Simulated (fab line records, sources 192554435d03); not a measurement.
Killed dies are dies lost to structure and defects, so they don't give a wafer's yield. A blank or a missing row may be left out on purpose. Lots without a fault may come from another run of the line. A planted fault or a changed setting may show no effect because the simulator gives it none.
Chamber matching | flow n5_finfet | N5_BEOL_M5_ETCH_62 on rie_diel-03: 4 sister chambers
The step etches SOC in N2/H2, target depth 75 nm, overetch 15 nm, time 112.5 s. 4 wafers are shown with their chamber, then 9 later ones without.

WAFERS WITH THEIR CHAMBER
wafer  | chamber | showerhead_plenum_p_Torr (Torr)
L078.2 | 1       | 2.65
L081.1 | 0       | 2.43
L083.5 | 2       | 2.52
L083.6 | 3       | 2.70

WAFERS WITHOUT THEIR CHAMBER
wafer  | showerhead_plenum_p_Torr (Torr)
L084.2 | 2.69
L084.4 | 2.42
L084.5 | 2.42
L088.1 | 2.69
L088.4 | 2.51
L088.6 | 2.51
L089.2 | 2.42
L089.3 | 2.51
L089.5 | 2.51

WHICH CHAMBER EACH WENT THROUGH
wafer  | from the rows above | in truth
L084.2 | 3                   | 3
L084.4 | 0                   | 0
L084.5 | 0                   | 0
L088.1 | 3                   | 3
L088.4 | 2                   | 2
L088.6 | 2                   | 2
L089.2 | 0                   | 0
L089.3 | 2                   | 2
L089.5 | 2                   | 2
Placed correctly: 9 of 9. Can't be placed from these rows: 0. Placed wrongly: 0.
How it was worked out, from the rows above alone: a wafer's distance from a chamber is the root of the sum, over the readings, of the square of ((its reading less the chamber's mean) divided by the reading's scatter). The wafer belongs to the nearest chamber; if the next one is less than 2 further off, it can't be placed. A chamber's mean is the mean of its shown wafers. The scatter: with one shown wafer a chamber, the root of the mean of the squares of how far each hidden wafer lies from its nearest shown one.
